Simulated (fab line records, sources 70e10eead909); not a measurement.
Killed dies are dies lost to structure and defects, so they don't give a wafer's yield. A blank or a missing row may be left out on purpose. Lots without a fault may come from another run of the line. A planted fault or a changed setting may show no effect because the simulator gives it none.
Which tool did it? | flow nand_harc | 14 lots, 42 wafers sampled, at 1 step of a route of 1159

WHAT THE GAUGES READ, wafer by wafer
NHARC_A_M0_OVL_MEAS_10: pitch 160 nm. Usual: overlay_x_nm 0.0 nm, standard deviation 0.66; overlay_y_nm 0.2 nm, standard deviation 0.92.
lot  | measured     | on         | overlay_x_nm (nm) | overlay_y_nm (nm) | flag
L521 | day 18 03:50 | overlay-01 | -0.4 -0.2 -0.4    | 0.7 -0.1 0.8      |
L518 | day 18 04:26 | overlay-01 | 0.2 0.0 0.5       | -0.2 -1.0 -0.1    |
L523 | day 18 08:26 | overlay-02 | -0.4 0.0 -0.4     | 0.9 0.7 0.6       |
L525 | day 19 13:59 | overlay-02 | -1.4 -0.7 -0.8    | 1.1 0.8 1.0       |
L526 | day 19 20:56 | overlay-02 | 0.4 1.4 0.6       | 1.4 1.2 2.3       |
L524 | day 20 04:43 | overlay-02 | 0.5 0.4 1.2       | 0.3 -0.4 -0.3     |
L530 | day 20 12:55 | overlay-01 | -0.8 -0.6 -0.7    | -0.1 -0.2 0.1     |
L534 | day 21 05:07 | overlay-02 | 0.2 0.2 -0.4      | -1.9 -1.8 -2.0    |
L533 | day 21 11:15 | overlay-02 | -0.6 -0.1 -0.2    | 0.6 0.5 1.2       |
L536 | day 21 18:02 | overlay-02 | -0.1 0.0 0.2      | -1.7 -1.1 -0.9    |
L537 | day 21 22:45 | overlay-01 | 1.8 0.9 1.8       | 0.7 0.5 0.5       |
L539 | day 22 15:12 | overlay-02 | -0.8 -0.3 -0.9    | 0.2 -0.5 0.5      |
L540 | day 23 03:30 | overlay-02 | 0.5 0.5 0.5       | 1.1 1.3 0.6       |
L541 | day 23 08:58 | overlay-01 | -1.3 -1.0 -1.3    | 0.3 0.3 -0.1      |

WHICH TOOL RAN EACH LOT (tool, then ch and the chambers of the sampled wafers, then the start)
The record holds no process step before these readings.

WHAT THE TOOLS THEMSELVES READ (means of the sampled wafers that have a number; where no wafer has one, the mark that the record gives instead)
The record holds no such reading with a usual standard deviation.

THE ANSWER, worked out from the rows above alone
Rule: a lot is off if the mean of its wafers that have a number lies more than 3 standard deviations from the usual mean. A lot without any number at a reading at which 4 lots or more have one is off too. The other lots that the step has rows for count as sound. The gauges are gone through in route order, then the tools' own readings, and for those a lot's mean is taken as printed above. The first step at which some lot is off is used, and at that step the reading that is off furthest; a lot without a number counts as furthest.
No lot is off at any reading shown: from this, nothing can be told.

WHAT THE SIMULATOR HAD PUT IN
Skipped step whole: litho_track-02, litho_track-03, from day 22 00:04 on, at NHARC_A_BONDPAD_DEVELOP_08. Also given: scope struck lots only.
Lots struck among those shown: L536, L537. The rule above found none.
